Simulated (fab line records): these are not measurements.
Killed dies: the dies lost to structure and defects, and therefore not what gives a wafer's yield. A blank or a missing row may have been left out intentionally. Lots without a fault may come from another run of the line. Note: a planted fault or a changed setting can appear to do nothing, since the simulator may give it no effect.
A lot that was struck, set against a sound lot	flow nandHarc	15 out of 1302 route steps
Sound: these wafers, L664.1, L664.3, L664.4. Struck: wafers L671.2, L671.5, L671.6. Last of all comes the cause.
Order at every step that has rows: each side's tool, ch and its chambers, its first start. Under that, the readings that differ: sound wafers	struck wafers	difference of the means	sigmas: that difference in standard deviations of wafers without a fault.
alike: readings with means less than 2 such deviations apart, plus words and numbers identical on both sides. not compared: withheld readings, readings lacking a value on some wafer, bounds such as >300 that could conceal the same value, and numbers that have no deviation in the record and whose values overlap.
Wherever a step has rows on one side only, a row that says differs or no value, or a row with sigmas, the two part there. Numbers that have no deviation but don't overlap get no sigmas and don't part them. A reading missing from all wafers of one side parts the sides only when that side holds two or more wafers.

NHARC_A_CHANNEL_HOLE_D1_ETCH_44: etches the open film in CF4/O2, target depth 140 nm, overetch 14 nm, time 77 s.
  sound on rieDiel-04 ch 0,2,3, day 10 22:44; struck on rieDiel-06 ch 1,2, day 13 14:46
reading	sound	struck	difference	sigmas
oesProductAu (a.u.)	0.983 0.993 1.003	1.014 1.024 1.011	+0.023	+2
  alike: drypumpMotorCurrentA, oes_ar_750_au, rfVppV, showerheadPlenumPTorr, throttleValvePct
  not compared: rfHoursCounterH
NHARC_A_CHANNEL_HOLE_D1_STRIP_27: strips in O2.
  sound: rieDiel-04 ch 0,1,3; struck: rieDiel-06 ch 1,2
  alike: drypumpMotorCurrentA, oesProductAu, rfVppV, showerheadPlenumPTorr, throttleValvePct
  not compared: rfHoursCounterH
then, 2 steps without rows for these wafers: NHARC_A_CHANNEL_HOLE_D1_PRECLEAN_28 (cleans in SC1); NHARC_A_CHANNEL_HOLE_D1_SRD_29.
NHARC_A_CHANNEL_HOLE_D1_CD_MEAS_30:
  sound on cdSem-02 at day 10 23:32; struck on cdSem-03 at day 13 15:34
  alike: cdNm
after that, 1 step had no rows for these wafers: NHARC_A_CHANNEL_HOLE_D1_XSEM_31.
NHARC_A_CHANNEL_HOLE_D1_INSPECT_40:
  sound on defectInspect-02 at day 10 23:43; struck on defectInspect-01 at day 13 15:45
reading	sound	struck	difference	sigmas
rawDefectCount	49 52 52	95 115 129	+62	+2
then, 2 steps without rows for these wafers: NHARC_A_CHANNEL_FILL_D1_PRECLEAN_00 (cleans in SC1); NHARC_A_CHANNEL_FILL_D1_SRD_01.
NHARC_A_CHANNEL_FILL_D1_ALD_02: deposits SiO2, target thk 6 nm, pulse time 10 s, ald cycles 60.
  sound on aldHk-02 ch 0,1,2, day 10 23:59; struck on aldHk-04 ch 0,1,2, day 13 16:05
  alike: aldCycles, heaterPowerW, precursorPulseHeightRel
then, 1 step without rows for these wafers: NHARC_A_CHANNEL_FILL_D1_ALD_03 (deposits SiNx, target thk 6 nm, pulse time 60 s, ald cycles 58).
NHARC_A_CHANNEL_FILL_D1_ALD_14: deposits SiO2, target thk 2.5 nm, pulse time 10 s, ald cycles 25.
  sound on aldHk-02 ch 0,1,2, day 11 06:06; struck on aldHk-03 ch 1,2,3, day 13 23:01
  alike: aldCycles, heaterPowerW, precursorPulseHeightRel
NHARC_A_CHANNEL_FILL_D1_ALD_15: deposits SiNx, target thk 2 nm, pulse time 60 s, ald cycles 19.
  sound on aldSinBatch-03 ch 0, day 11 09:13; struck on aldSinBatch-03 ch 0, day 14 02:03
reading	sound	struck	difference	sigmas
aldCycles	19 19 19	24 24 24	+5	
  alike: precursorPulseHeightRel
NHARC_A_CHANNEL_FILL_D1_ALD_16: deposits SiO2, target thk 1.5 nm, pulse time 10 s, ald cycles 15.
  sound on aldHk-02 ch 0,1,3, day 11 11:19; struck on aldHk-04 ch 0,1,2, day 14 04:10
  alike: aldCycles, heaterPowerW, precursorPulseHeightRel
-- break in the record here, with 15 days between the starts of the struck wafers on either side (left off in module A_CHANNEL_FILL_D1, picked up again in module END, where the first step shown is number 1302 on the route) --
NHARC_END_SORT_01:
  sound on prober-02 ch 0, day 26 05:19; struck on prober-02 ch 0, day 29 11:43
  alike: killedAtArray, killedAtOther, killedAtPeriphery, killedDies, killedOpen, killedShort

## WHERE THEY PART
Last at NHARC_A_CHANNEL_HOLE_D1_INSPECT_40 as far as this record goes, first at NHARC_A_CHANNEL_HOLE_D1_ETCH_44. Later steps at which nothing parts them and some readings are alike: NHARC_A_CHANNEL_FILL_D1_ALD_02, NHARC_A_CHANNEL_FILL_D1_ALD_14, NHARC_A_CHANNEL_FILL_D1_ALD_15, NHARC_A_CHANNEL_FILL_D1_ALD_16, NHARC_END_SORT_01.

WHY: what had been put in by the simulator
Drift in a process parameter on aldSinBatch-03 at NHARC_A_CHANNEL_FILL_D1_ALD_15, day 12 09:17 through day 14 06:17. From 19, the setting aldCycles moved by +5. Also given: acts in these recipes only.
